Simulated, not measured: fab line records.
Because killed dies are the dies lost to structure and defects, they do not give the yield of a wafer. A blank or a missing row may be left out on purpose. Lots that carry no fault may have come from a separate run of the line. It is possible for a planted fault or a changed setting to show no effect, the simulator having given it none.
Matching of chambers ; flow nand-harc ; NHARC_A_CONTACT_ETCH_92 on rie-diel-12 has 4 sister chambers
The step etches the open film in CH3F/O2, target depth 40 nm, time 85.7 s. 4 wafers are shown with their chamber, then 12 later ones without.

## EACH WAFER AND ITS CHAMBER
wafer;chamber;showerhead-plenum-p-Torr (Torr)
L085.3;3;2.57
L088.3;1;2.53
L088.4;2;2.61
L088.6;0;2.42

## WAFERS WHOSE CHAMBER IS MISSING
wafer;showerhead-plenum-p-Torr (Torr)
L090.1;2.53
L090.2;2.61
L090.3;2.42
L092.1;2.53
L092.3;2.42
L092.4;2.61
L095.2;2.42
L095.4;2.56
L095.6;2.61
L097.1;2.56
L097.2;2.42
L097.3;2.53

## WHICH CHAMBER EACH WENT THROUGH
wafer;from the rows above;in truth
L090.1;1;1
L090.2;2;2
L090.3;0;0
L092.1;1;1
L092.3;0;0
L092.4;2;2
L095.2;0;0
L095.4;3;3
L095.6;2;2
L097.1;3;3
L097.2;0;0
L097.3;1;1
Correctly placed: 12 of 12. Not placeable from these rows: 0. 0 placed wrongly.
How it was worked out, from the rows above alone: a wafer's distance from a chamber is the root of the sum, over the readings, of the square of ((its reading less the chamber's mean) divided by the reading's scatter). The wafer belongs to the nearest chamber; if the next one is less than 2 further off, it can't be placed. Each chamber's mean is taken over the wafers shown for it. The scatter (one wafer shown for each chamber): square how far every hidden wafer sits from the nearest shown wafer, average those squares and take the square root.
